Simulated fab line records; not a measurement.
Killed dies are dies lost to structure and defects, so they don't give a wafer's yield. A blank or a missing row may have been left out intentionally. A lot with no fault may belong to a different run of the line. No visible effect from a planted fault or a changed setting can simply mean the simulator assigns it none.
fab line records / flow nandHarc
[record] lots = 6 wafers = 18 lastDay = 34
route steps=1302 shown A_STAIRCASE@640
lots that met no fault: taken from a fault-free run of the same line
startH: hours from the record's first day to the start of the lot's first wafer shown / waitH: hours elapsed since this lot's preceding step / " as in the row above / L1.1+2: a row that stands for several wafers / - value missing, or start not given / * or withheld: withheld / < > ~ a bound
route shown NAME@n: a module of which the file shows steps, and the number in the route of the first / usual: the fault-free wafers' mean and standard deviation / same: alike in all rows / chamber/n: place in a boat / sites: per-site readings / _std_site: the standard deviation of these / _edge_site: inner sites' mean taken away from outer sites' mean / radiusMm: how far each site lies from the wafer's centre / mask NAME#n: copy n / behind: the most recent tool/chamber to have shaped the wafer / hold: the reason the lot was held/the length of the hold in hours/how it ended / device: whichever transistor did not switch (one of n, p or np) / end of line: the tests these same wafers got at the end of their route / a step with no rows: only its recipe / killed: the dies lost at the first sort to structure and to defects; this is not the yield of the wafer / map: dies across one wafer; x = killed, . = not, _ = none there
set.NAME: the run value of the setting; set.NAME@STEP: its run value at that earlier step / model.NAME: the simulator's own value behind a step, which no gauge read
lots at some steps of the route; a table a step, a row a wafer
services: a tool's chamber out of use, with start hour (startH, from the record's first day; less than 0 if before it), hours out, and reason
[[steps]]
[step NHARC_A_STAIRCASE_DEHYDRATE_158]
[recipe] tempC = 150 timeS = 120
[step NHARC_A_STAIRCASE_HMDS_159]
[recipe] timeS = 30
[step NHARC_A_STAIRCASE_COAT_160]
[recipe] spinRpm = 1200
[step NHARC_A_STAIRCASE_SOFTBAKE_161]
[recipe] tempC = 135 timeS = 170
[step NHARC_A_STAIRCASE_EBR_162]
[step NHARC_A_STAIRCASE_EXPOSE_163]
[recipe] na = 0.5 doseMj = 20.01 maskId = STAIR_OPEN
[step NHARC_A_STAIRCASE_PEB_164]
[recipe] pebTempC = 115 pebTimeS = 130
[step NHARC_A_STAIRCASE_DEVELOP_165]
[recipe] timeS = 140
[step NHARC_A_STAIRCASE_HARDBAKE_167]
[recipe] tempC = 120 timeS = 140
[step NHARC_A_STAIRCASE_DESCUM_168]
[recipe] timeS = 3 o2FlowSccm = 200 arFlowSccm = 0 biasPowerW = 0 chemistry = O2
[usual] chamberPressureMTorr = 60.00/0.049 drypumpMotorCurrentA = 5.6/0.52 mfcArSccm = 0.004/0.0061 oesProductAu = 1.004/0.013 rfVppV = 57.6/0.86 showerheadPlenumPTorr = 1.92/0.088 throttleValvePct = 11.311/0.0087
lot.wafer=L379.3 tool=rieDiel-05 chamber=0 startH=390.55 waitH=- chamberPressureMTorr=60.08 drypumpMotorCurrentA=5.4 mfcArSccm=0 oesProductAu=1.002 rfHoursCounterH=52 rfVppV=56.8 showerheadPlenumPTorr=1.95 throttleValvePct=11.297
lot.wafer=L379.2 tool=rieDiel-05 chamber=1 startH=390.55 waitH=- chamberPressureMTorr=59.98 drypumpMotorCurrentA=5.3 mfcArSccm=0 oesProductAu=1.015 rfHoursCounterH=53 rfVppV=56.6 showerheadPlenumPTorr=1.83 throttleValvePct=11.301
lot.wafer=L379.6 tool=rieDiel-05 chamber=3 startH=390.55 waitH=- chamberPressureMTorr=60.10 drypumpMotorCurrentA=5.2 mfcArSccm=0.009 oesProductAu=0.983 rfHoursCounterH=- rfVppV=56.3 showerheadPlenumPTorr=1.83 throttleValvePct=11.317
lot.wafer=L384.1 tool=rieDiel-05 chamber=2 startH=426.48 waitH=- chamberPressureMTorr=60.08 drypumpMotorCurrentA=6.7 mfcArSccm=0 oesProductAu=1.025 rfHoursCounterH=1 rfVppV=58.2 showerheadPlenumPTorr=1.89 throttleValvePct=11.309
lot.wafer=L384.2 tool=rieDiel-05 chamber=3 startH=426.48 waitH=- chamberPressureMTorr=60.01 drypumpMotorCurrentA=5.3 mfcArSccm=0.009 oesProductAu=0.996 rfHoursCounterH=6 rfVppV=56.3 showerheadPlenumPTorr=1.83 throttleValvePct=11.305
lot.wafer=L384.3 tool=rieDiel-05 chamber=0 startH=426.48 waitH=- chamberPressureMTorr=60.00 drypumpMotorCurrentA=5.4 mfcArSccm=0 oesProductAu=1.004 rfHoursCounterH=6 rfVppV=57.3 showerheadPlenumPTorr=1.94 throttleValvePct=11.316
lot.wafer=L392.4 tool=rieDiel-12 chamber=1 startH=521.29 waitH=- chamberPressureMTorr=60.01 drypumpMotorCurrentA=5.2 mfcArSccm=0 oesProductAu=1.024 rfHoursCounterH=18 rfVppV=58.0 showerheadPlenumPTorr=2.05 throttleValvePct=11.313
lot.wafer=L392.3 tool=rieDiel-12 chamber=2 startH=521.29 waitH=- chamberPressureMTorr=60.01 drypumpMotorCurrentA=5.6 mfcArSccm=0.009 oesProductAu=0.993 rfHoursCounterH=19 rfVppV=56.8 showerheadPlenumPTorr=1.94 throttleValvePct=11.310
lot.wafer=L392.5 tool=rieDiel-12 chamber=3 startH=521.29 waitH=- chamberPressureMTorr=59.98 drypumpMotorCurrentA=5.1 mfcArSccm=0.010 oesProductAu=1.012 rfHoursCounterH=- rfVppV=57.9 showerheadPlenumPTorr=1.80 throttleValvePct=11.323
lot.wafer=L393.3 tool=rieDiel-09 chamber=2 startH=521.45 waitH=- chamberPressureMTorr=59.95 drypumpMotorCurrentA=6.1 mfcArSccm=0.020 oesProductAu=0.997 rfHoursCounterH=9 rfVppV=56.6 showerheadPlenumPTorr=2.04 throttleValvePct=11.319
lot.wafer=L393.1 tool=rieDiel-09 chamber=1 startH=521.45 waitH=- chamberPressureMTorr=59.98 drypumpMotorCurrentA=6.2 mfcArSccm=0 oesProductAu=1.003 rfHoursCounterH=9 rfVppV=57.6 showerheadPlenumPTorr=2.01 throttleValvePct=11.319
lot.wafer=L393.6 tool=rieDiel-09 chamber=2 startH=521.45 waitH=- chamberPressureMTorr=59.98 drypumpMotorCurrentA=6.1 mfcArSccm=0.020 oesProductAu=0.995 rfHoursCounterH=- rfVppV=56.1 showerheadPlenumPTorr=2.04 throttleValvePct=11.311
lot.wafer=L394.3 tool=rieDiel-05 chamber=1 startH=536.76 waitH=- chamberPressureMTorr=60.03 drypumpMotorCurrentA=5.3 mfcArSccm=0 oesProductAu=0.986 rfHoursCounterH=42 rfVppV=57.4 showerheadPlenumPTorr=1.82 throttleValvePct=11.313
lot.wafer=L394.6 tool=rieDiel-05 chamber=3 startH=536.76 waitH=- chamberPressureMTorr=60.11 drypumpMotorCurrentA=5.2 mfcArSccm=0.009 oesProductAu=0.991 rfHoursCounterH=- rfVppV=56.9 showerheadPlenumPTorr=1.82 throttleValvePct=11.331
lot.wafer=L394.5 tool=rieDiel-05 chamber=0 startH=536.76 waitH=- chamberPressureMTorr=59.86 drypumpMotorCurrentA=5.4 mfcArSccm=0 oesProductAu=1.017 rfHoursCounterH=- rfVppV=59.1 showerheadPlenumPTorr=1.93 throttleValvePct=11.318
lot.wafer=L399.3 tool=rieDiel-12 chamber=0 startH=593.02 waitH=- chamberPressureMTorr=60.04 drypumpMotorCurrentA=6.1 mfcArSccm=0 oesProductAu=1.001 rfHoursCounterH=33 rfVppV=57.3 showerheadPlenumPTorr=2.01 throttleValvePct=11.317
lot.wafer=L399.1 tool=rieDiel-12 chamber=3 startH=593.02 waitH=- chamberPressureMTorr=60.04 drypumpMotorCurrentA=5.1 mfcArSccm=0.010 oesProductAu=1.005 rfHoursCounterH=43 rfVppV=56.9 showerheadPlenumPTorr=1.80 throttleValvePct=11.310
lot.wafer=L399.5 tool=rieDiel-12 chamber=1 startH=593.02 waitH=- chamberPressureMTorr=59.95 drypumpMotorCurrentA=5.2 mfcArSccm=0 oesProductAu=1.001 rfHoursCounterH=- rfVppV=58.8 showerheadPlenumPTorr=2.04 throttleValvePct=11.311
[step NHARC_A_STAIRCASE_ETCH_169]
[recipe] targetDepthA = 500 timeS = 107.1 ionEnergyEv = 120 ch3fFlowSccm = 50 o2FlowSccm = 30 arFlowSccm = 200 rfW = 500 biasW = 100 chemistry = CH3F/O2
[usual] chamberPressureMTorr = 24.999/0.023 drypumpMotorCurrentA = 5.6/0.51 mfcArSccm = 200.0/0.67 oesProductAu = 0.964/0.018 rfFwdPowerW = 497.1/1.6 rfVppV = 244.2/1.6 showerheadPlenumPTorr = 2.46/0.11 throttleValvePct = 20.663/0.01
lot.wafer=L379.3 tool=rieDiel-05 chamber=1 startH=390.64 waitH=0.1 chamberPressureMTorr=25.015 drypumpMotorCurrentA=5.3 mfcArSccm=200.0 oesProductAu=0.990 rfFwdPowerW=494.5 rfHoursCounterH=53 rfVppV=243.0 showerheadPlenumPTorr=2.35 throttleValvePct=20.660
lot.wafer=L379.2 tool=rieDiel-05 chamber=2 startH=390.64 waitH=0.1 chamberPressureMTorr=25.016 drypumpMotorCurrentA=6.8 mfcArSccm=201.2 oesProductAu=0.981 rfFwdPowerW=496.3 rfHoursCounterH=56 rfVppV=246.1 showerheadPlenumPTorr=2.43 throttleValvePct=20.660
lot.wafer=L379.6 tool=rieDiel-05 chamber=0 startH=390.64 waitH=0.1 chamberPressureMTorr=25.008 drypumpMotorCurrentA=5.4 mfcArSccm=200.5 oesProductAu=0.962 rfFwdPowerW=498.0 rfHoursCounterH=- rfVppV=244.7 showerheadPlenumPTorr=2.50 throttleValvePct=20.660
lot.wafer=L384.3 tool=rieDiel-05 chamber=1 startH=426.56 waitH=0.1 chamberPressureMTorr=25.043 drypumpMotorCurrentA=5.3 mfcArSccm=199.8 oesProductAu=0.953 rfFwdPowerW=495.6 rfHoursCounterH=6 rfVppV=242.9 showerheadPlenumPTorr=2.35 throttleValvePct=20.658
lot.wafer=L384.1 tool=rieDiel-05 chamber=3 startH=426.56 waitH=0.1 chamberPressureMTorr=25.010 drypumpMotorCurrentA=5.3 mfcArSccm=199.5 oesProductAu=0.961 rfFwdPowerW=501.5 rfHoursCounterH=6 rfVppV=242.7 showerheadPlenumPTorr=2.36 throttleValvePct=20.672
lot.wafer=L384.2 tool=rieDiel-05 chamber=0 startH=426.56 waitH=0.1 chamberPressureMTorr=24.987 drypumpMotorCurrentA=5.4 mfcArSccm=199.1 oesProductAu=0.982 rfFwdPowerW=497.5 rfHoursCounterH=6 rfVppV=245.2 showerheadPlenumPTorr=2.50 throttleValvePct=20.657
lot.wafer=L392.4 tool=rieDiel-12 chamber=3 startH=521.36 waitH=0.1 chamberPressureMTorr=25.011 drypumpMotorCurrentA=5.1 mfcArSccm=199.9 oesProductAu=0.966 rfFwdPowerW=498.1 rfHoursCounterH=21 rfVppV=243.3 showerheadPlenumPTorr=2.32 throttleValvePct=20.661
lot.wafer=L392.3 tool=rieDiel-12 chamber=0 startH=521.36 waitH=0.1 chamberPressureMTorr=24.971 drypumpMotorCurrentA=6.0 mfcArSccm=199.5 oesProductAu=0.966 rfFwdPowerW=497.7 rfHoursCounterH=18 rfVppV=245.6 showerheadPlenumPTorr=2.59 throttleValvePct=20.654
lot.wafer=L392.5 tool=rieDiel-12 chamber=0 startH=521.36 waitH=0.1 chamberPressureMTorr=25.039 drypumpMotorCurrentA=6.1 mfcArSccm=200.1 oesProductAu=0.956 rfFwdPowerW=494.7 rfHoursCounterH=- rfVppV=245.4 showerheadPlenumPTorr=2.59 throttleValvePct=20.668
lot.wafer=L393.3 tool=rieDiel-09 chamber=3 startH=521.53 waitH=0.1 chamberPressureMTorr=24.996 drypumpMotorCurrentA=5.8 mfcArSccm=200.3 oesProductAu=0.955 rfFwdPowerW=497.8 rfHoursCounterH=8 rfVppV=243.6 showerheadPlenumPTorr=2.46 throttleValvePct=20.642
lot.wafer=L393.1 tool=rieDiel-09 chamber=2 startH=521.53 waitH=0.1 chamberPressureMTorr=24.984 drypumpMotorCurrentA=6.1 mfcArSccm=200.6 oesProductAu=0.945 rfFwdPowerW=496.4 rfHoursCounterH=9 rfVppV=247.2 showerheadPlenumPTorr=2.61 throttleValvePct=20.644
lot.wafer=L393.6 tool=rieDiel-09 chamber=3 startH=521.53 waitH=0.1 chamberPressureMTorr=24.981 drypumpMotorCurrentA=5.8 mfcArSccm=199.8 oesProductAu=0.950 rfFwdPowerW=498.9 rfHoursCounterH=- rfVppV=243.4 showerheadPlenumPTorr=2.46 throttleValvePct=20.669
lot.wafer=L394.3 tool=rieDiel-05 chamber=3 startH=536.82 waitH=0.1 chamberPressureMTorr=25.005 drypumpMotorCurrentA=5.3 mfcArSccm=200.7 oesProductAu=0.959 rfFwdPowerW=497.3 rfHoursCounterH=41 rfVppV=242.7 showerheadPlenumPTorr=2.34 throttleValvePct=20.674
lot.wafer=L394.6 tool=rieDiel-05 chamber=3 startH=536.82 waitH=0.1 chamberPressureMTorr=24.987 drypumpMotorCurrentA=5.3 mfcArSccm=199.0 oesProductAu=0.956 rfFwdPowerW=496.7 rfHoursCounterH=- rfVppV=242.0 showerheadPlenumPTorr=2.34 throttleValvePct=20.671
lot.wafer=L394.5 tool=rieDiel-05 chamber=0 startH=536.82 waitH=0.1 chamberPressureMTorr=25.034 drypumpMotorCurrentA=5.4 mfcArSccm=199.3 oesProductAu=0.968 rfFwdPowerW=496.3 rfHoursCounterH=- rfVppV=244.7 showerheadPlenumPTorr=2.48 throttleValvePct=20.643
lot.wafer=L399.1 tool=rieDiel-12 chamber=1 startH=593.11 waitH=0.1 chamberPressureMTorr=24.992 drypumpMotorCurrentA=5.2 mfcArSccm=200.1 oesProductAu=0.968 rfFwdPowerW=497.4 rfHoursCounterH=38 rfVppV=246.0 showerheadPlenumPTorr=2.62 throttleValvePct=20.662
lot.wafer=L399.3 tool=rieDiel-12 chamber=2 startH=593.11 waitH=0.1 chamberPressureMTorr=25.042 drypumpMotorCurrentA=5.6 mfcArSccm=200.4 oesProductAu=0.986 rfFwdPowerW=497.4 rfHoursCounterH=41 rfVppV=245.0 showerheadPlenumPTorr=2.49 throttleValvePct=20.661
lot.wafer=L399.5 tool=rieDiel-12 chamber=0 startH=593.11 waitH=0.1 chamberPressureMTorr=24.961 drypumpMotorCurrentA=6.0 mfcArSccm=200.6 oesProductAu=0.963 rfFwdPowerW=495.3 rfHoursCounterH=- rfVppV=245.2 showerheadPlenumPTorr=2.58 throttleValvePct=20.648
[step NHARC_A_STAIRCASE_ETCH_170]
[recipe] targetDepthA = 2000 timeS = 66.667 ionEnergyEv = 250 c4f6FlowSccm = 25 o2FlowSccm = 20 arFlowSccm = 500 rfW = 600 biasW = 500 chemistry = C4F6/O2
[usual] c4f6FlowSccm = 25.00/0.077 chamberPressureMTorr = 30.000/0.03 drypumpMotorCurrentA = 5.6/0.53 mfcArSccm = 500.0/1.5 oesProductAu = 0.979/0.015 rfFwdPowerW = 595.2/2.1 rfVppV = 547/3.4 showerheadPlenumPTorr = 3.92/0.16 throttleValvePct = 26.903/0.0077
lot.wafer=L379.2 tool=rieDiel-05 chamber=0 startH=390.75 waitH=- c4f6FlowSccm=24.92 chamberPressureMTorr=30.010 drypumpMotorCurrentA=5.4 mfcArSccm=500.5 oesProductAu=0.702 rfFwdPowerW=591.3 rfHoursCounterH=52 rfVppV=549 showerheadPlenumPTorr=3.99 throttleValvePct=26.911
lot.wafer=L379.3 tool=rieDiel-05 chamber=1 startH=390.75 waitH=- c4f6FlowSccm=25.06 chamberPressureMTorr=29.958 drypumpMotorCurrentA=5.3 mfcArSccm=498.4 oesProductAu=0.713 rfFwdPowerW=592.8 rfHoursCounterH=53 rfVppV=542 showerheadPlenumPTorr=3.77 throttleValvePct=26.893
lot.wafer=L379.6 tool=rieDiel-05 chamber=0 startH=390.75 waitH=- c4f6FlowSccm=24.88 chamberPressureMTorr=29.999 drypumpMotorCurrentA=5.4 mfcArSccm=501.2 oesProductAu=0.973 rfFwdPowerW=593.8 rfHoursCounterH=- rfVppV=548 showerheadPlenumPTorr=3.99 throttleValvePct=26.899
lot.wafer=L384.3 tool=rieDiel-05 chamber=2 startH=426.68 waitH=- c4f6FlowSccm=25.06 chamberPressureMTorr=30.031 drypumpMotorCurrentA=6.8 mfcArSccm=498.9 oesProductAu=0.710 rfFwdPowerW=596.3 rfHoursCounterH=1 rfVppV=546 showerheadPlenumPTorr=3.87 throttleValvePct=26.904
lot.wafer=L384.2 tool=rieDiel-05 chamber=0 startH=426.68 waitH=- c4f6FlowSccm=25.08 chamberPressureMTorr=30.067 drypumpMotorCurrentA=5.4 mfcArSccm=499.5 oesProductAu=0.715 rfFwdPowerW=593.4 rfHoursCounterH=6 rfVppV=548 showerheadPlenumPTorr=3.98 throttleValvePct=26.906
lot.wafer=L384.1 tool=rieDiel-05 chamber=1 startH=426.68 waitH=- c4f6FlowSccm=25.02 chamberPressureMTorr=29.979 drypumpMotorCurrentA=5.3 mfcArSccm=500.4 oesProductAu=0.702 rfFwdPowerW=594.9 rfHoursCounterH=6 rfVppV=544 showerheadPlenumPTorr=3.76 throttleValvePct=26.906
lot.wafer=L392.4 tool=rieDiel-12 chamber=3 startH=521.47 waitH=- c4f6FlowSccm=24.93 chamberPressureMTorr=30.004 drypumpMotorCurrentA=5.1 mfcArSccm=499.5 oesProductAu=0.990 rfFwdPowerW=596.4 rfHoursCounterH=21 rfVppV=543 showerheadPlenumPTorr=3.72 throttleValvePct=26.905
lot.wafer=L392.3 tool=rieDiel-12 chamber=1 startH=521.47 waitH=- c4f6FlowSccm=24.97 chamberPressureMTorr=29.995 drypumpMotorCurrentA=5.2 mfcArSccm=499.9 oesProductAu=1.000 rfFwdPowerW=596.6 rfHoursCounterH=18 rfVppV=552 showerheadPlenumPTorr=4.18 throttleValvePct=26.897
lot.wafer=L392.5 tool=rieDiel-12 chamber=0 startH=521.47 waitH=- c4f6FlowSccm=25.05 chamberPressureMTorr=29.957 drypumpMotorCurrentA=6.1 mfcArSccm=499.6 oesProductAu=0.985 rfFwdPowerW=597.0 rfHoursCounterH=- rfVppV=550 showerheadPlenumPTorr=4.12 throttleValvePct=26.887
lot.wafer=L393.3 tool=rieDiel-09 chamber=2 startH=521.65 waitH=- c4f6FlowSccm=25.14 chamberPressureMTorr=30.014 drypumpMotorCurrentA=6.1 mfcArSccm=500.7 oesProductAu=0.962 rfFwdPowerW=594.9 rfHoursCounterH=9 rfVppV=551 showerheadPlenumPTorr=4.15 throttleValvePct=26.899
lot.wafer=L393.1 tool=rieDiel-09 chamber=3 startH=521.65 waitH=- c4f6FlowSccm=24.97 chamberPressureMTorr=30.013 drypumpMotorCurrentA=5.8 mfcArSccm=498.6 oesProductAu=0.955 rfFwdPowerW=593.8 rfHoursCounterH=8 rfVppV=547 showerheadPlenumPTorr=3.93 throttleValvePct=26.910
lot.wafer=L393.6 tool=rieDiel-09 chamber=1 startH=521.65 waitH=- c4f6FlowSccm=25.08 chamberPressureMTorr=30.011 drypumpMotorCurrentA=6.2 mfcArSccm=501.2 oesProductAu=0.985 rfFwdPowerW=594.4 rfHoursCounterH=- rfVppV=551 showerheadPlenumPTorr=4.11 throttleValvePct=26.889
lot.wafer=L394.3 tool=rieDiel-05 chamber=2 startH=536.94 waitH=- c4f6FlowSccm=24.99 chamberPressureMTorr=29.974 drypumpMotorCurrentA=6.7 mfcArSccm=502.5 oesProductAu=1.006 rfFwdPowerW=593.5 rfHoursCounterH=35 rfVppV=546 showerheadPlenumPTorr=3.85 throttleValvePct=26.915
lot.wafer=L394.5 tool=rieDiel-05 chamber=2 startH=536.94 waitH=- c4f6FlowSccm=24.90 chamberPressureMTorr=30.027 drypumpMotorCurrentA=6.7 mfcArSccm=501.4 oesProductAu=0.993 rfFwdPowerW=591.6 rfHoursCounterH=- rfVppV=545 showerheadPlenumPTorr=3.85 throttleValvePct=26.910
lot.wafer=L394.6 tool=rieDiel-05 chamber=3 startH=536.94 waitH=- c4f6FlowSccm=24.98 chamberPressureMTorr=30.036 drypumpMotorCurrentA=5.2 mfcArSccm=502.3 oesProductAu=0.970 rfFwdPowerW=598.7 rfHoursCounterH=- rfVppV=545 showerheadPlenumPTorr=3.75 throttleValvePct=26.903
lot.wafer=L399.3 tool=rieDiel-12 chamber=3 startH=593.22 waitH=- c4f6FlowSccm=25.10 chamberPressureMTorr=30.050 drypumpMotorCurrentA=5.1 mfcArSccm=501.6 oesProductAu=0.998 rfFwdPowerW=595.4 rfHoursCounterH=43 rfVppV=541 showerheadPlenumPTorr=3.71 throttleValvePct=26.904
lot.wafer=L399.1 tool=rieDiel-12 chamber=1 startH=593.22 waitH=- c4f6FlowSccm=25.01 chamberPressureMTorr=30.040 drypumpMotorCurrentA=5.2 mfcArSccm=498.4 oesProductAu=0.979 rfFwdPowerW=596.6 rfHoursCounterH=38 rfVppV=552 showerheadPlenumPTorr=4.16 throttleValvePct=26.899
lot.wafer=L399.5 tool=rieDiel-12 chamber=0 startH=593.22 waitH=- c4f6FlowSccm=25.11 chamberPressureMTorr=30.010 drypumpMotorCurrentA=6.1 mfcArSccm=500.6 oesProductAu=0.964 rfFwdPowerW=596.3 rfHoursCounterH=- rfVppV=552 showerheadPlenumPTorr=4.11 throttleValvePct=26.910
[step NHARC_A_STAIRCASE_STRIP_171]
[recipe] powerW = 1500 tempC = 250 chemistry = O2
[usual] drypumpMotorCurrentA = 5.7/0.37 heaterPowerW = 324/35
lot.wafer=L379.2 tool=plasmaAsher-02 chamber=1 startH=390.91 waitH=- drypumpMotorCurrentA=5.2 heaterPowerW=284 rfHoursCounterH=29
lot.wafer=L379.3 tool=plasmaAsher-02 chamber=1 startH=390.91 waitH=- drypumpMotorCurrentA=5.2 heaterPowerW=287 rfHoursCounterH=-
lot.wafer=L379.6 tool=plasmaAsher-02 chamber=0 startH=390.91 waitH=- drypumpMotorCurrentA=6.0 heaterPowerW=310 rfHoursCounterH=-
lot.wafer=L384.1 tool=plasmaAsher-01 chamber=1 startH=426.81 waitH=- drypumpMotorCurrentA=6.1 heaterPowerW=349 rfHoursCounterH=16
lot.wafer=L384.2 tool=plasmaAsher-01 chamber=0 startH=426.81 waitH=- drypumpMotorCurrentA=5.4 heaterPowerW=380 rfHoursCounterH=16
lot.wafer=L384.3 tool=plasmaAsher-01 chamber=0 startH=426.81 waitH=- drypumpMotorCurrentA=5.4 heaterPowerW=367 rfHoursCounterH=-
lot.wafer=L392.3 tool=plasmaAsher-02 chamber=0 startH=521.68 waitH=- drypumpMotorCurrentA=6.0 heaterPowerW=317 rfHoursCounterH=-
lot.wafer=L392.4 tool=plasmaAsher-02 chamber=1 startH=521.68 waitH=- drypumpMotorCurrentA=5.2 heaterPowerW=284 rfHoursCounterH=-
lot.wafer=L392.5 tool=plasmaAsher-02 chamber=0 startH=521.68 waitH=- drypumpMotorCurrentA=6.0 heaterPowerW=328 rfHoursCounterH=-
lot.wafer=L393.1 tool=plasmaAsher-02 chamber=0 startH=521.91 waitH=- drypumpMotorCurrentA=6.0 heaterPowerW=326 rfHoursCounterH=17
lot.wafer=L393.3 tool=plasmaAsher-02 chamber=1 startH=521.91 waitH=- drypumpMotorCurrentA=5.3 heaterPowerW=287 rfHoursCounterH=-
lot.wafer=L393.6 tool=plasmaAsher-02 chamber=0 startH=521.91 waitH=- drypumpMotorCurrentA=6.0 heaterPowerW=312 rfHoursCounterH=-
lot.wafer=L394.3 tool=plasmaAsher-02 chamber=0 startH=537.23 waitH=- drypumpMotorCurrentA=6.0 heaterPowerW=311 rfHoursCounterH=-
lot.wafer=L394.6 tool=plasmaAsher-02 chamber=0 startH=537.23 waitH=- drypumpMotorCurrentA=6.0 heaterPowerW=313 rfHoursCounterH=-
lot.wafer=L394.5 tool=plasmaAsher-02 chamber=1 startH=537.23 waitH=- drypumpMotorCurrentA=5.3 heaterPowerW=290 rfHoursCounterH=-
lot.wafer=L399.1 tool=plasmaAsher-01 chamber=0 startH=593.34 waitH=- drypumpMotorCurrentA=5.3 heaterPowerW=398 rfHoursCounterH=9
lot.wafer=L399.3 tool=plasmaAsher-01 chamber=1 startH=593.34 waitH=- drypumpMotorCurrentA=6.1 heaterPowerW=358 rfHoursCounterH=-
lot.wafer=L399.5 tool=plasmaAsher-01 chamber=0 startH=593.34 waitH=- drypumpMotorCurrentA=5.4 heaterPowerW=387 rfHoursCounterH=-
[[services]]
tool=rieDiel-09 chamber=3 startH=369.41 hours=2.4 kind=repair
tool=rieDiel-05 chamber=0 startH=386.18 hours=- kind=clean
tool=rieDiel-05 chamber=1 startH=386.18 hours=- kind=clean
tool=rieDiel-05 chamber=2 startH=386.18 hours=- kind=clean
tool=rieDiel-05 chamber=3 startH=386.18 hours=- kind=clean
tool=plasmaAsher-02 chamber=- startH=396.78 hours=1.3 kind=repair
tool=rieDiel-05 chamber=- startH=406.60 hours=9.0 kind=pm
tool=rieDiel-05 chamber=0 startH=406.60 hours=9.0 kind=ventCycle
tool=rieDiel-05 chamber=1 startH=406.60 hours=9.0 kind=ventCycle
tool=plasmaAsher-02 chamber=- startH=426.24 hours=9.0 kind=pm
tool=rieDiel-09 chamber=2 startH=436.62 hours=4.4 kind=repair
tool=rieDiel-12 chamber=- startH=446.93 hours=9.0 kind=pm
tool=rieDiel-12 chamber=0 startH=476.15 hours=8.5 kind=repair
tool=plasmaAsher-02 chamber=- startH=494.51 hours=6.6 kind=repair
tool=rieDiel-09 chamber=- startH=497.12 hours=9.0 kind=pm
tool=plasmaAsher-01 chamber=- startH=519.19 hours=9.0 kind=pm
tool=rieDiel-05 chamber=1 startH=526.54 hours=6.4 kind=repair
tool=plasmaAsher-01 chamber=- startH=538.97 hours=2.6 kind=repair
tool=rieDiel-05 chamber=- startH=541.85 hours=0.6 kind=repair
tool=rieDiel-09 chamber=3 startH=542.58 hours=2.1 kind=repair
tool=rieDiel-05 chamber=- startH=544.38 hours=0.7 kind=repair
tool=rieDiel-12 chamber=- startH=551.43 hours=0.1 kind=repair
tool=plasmaAsher-01 chamber=- startH=572.59 hours=17.6 kind=repair
tool=rieDiel-05 chamber=- startH=583.60 hours=9.0 kind=pm
[[key]]
[firstSign] step = NHARC_A_STAIRCASE_ETCH_170 reading = oesProductAu direction = down sigmas = 18 usual = 0.979 struck = 0.708
effect none on later readings
metAt NHARC_A_STAIRCASE_ETCH_170
struckWafers L379.2,L379.3,L384.1,L384.2,L384.3
laterRowsLeftOut L379.2,L379.3,L384.1,L384.2,L384.3
sortLeftOut L379.2,L379.3,L384.1,L384.2,L384.3
testerLeftOut L379,L384
[fault] kind = processParameterDrift tool = rieDiel-05 chamber = - onsetH = 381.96 steps = NHARC_A_STAIRCASE_ETCH_170 channel = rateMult offset = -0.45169 shape = step endH = 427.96 scope = struckWafersOnly
// testerLeftOut: of these lots the tester's yield and bins aren't shown, on N5 and GAA mostly nor the transistor test; their killed dies are dies lost to structure and defects alone, not to doping, threshold or leakage, so they don't give the yield
// sortLeftOut: the simulated sort isn't trusted on such a fault, so these wafers' sort isn't shown, and their yield isn't known
// laterRowsLeftOut: the simulator's readings of these wafers behind a module that went badly wrong aren't trusted and aren't shown, but for the sort
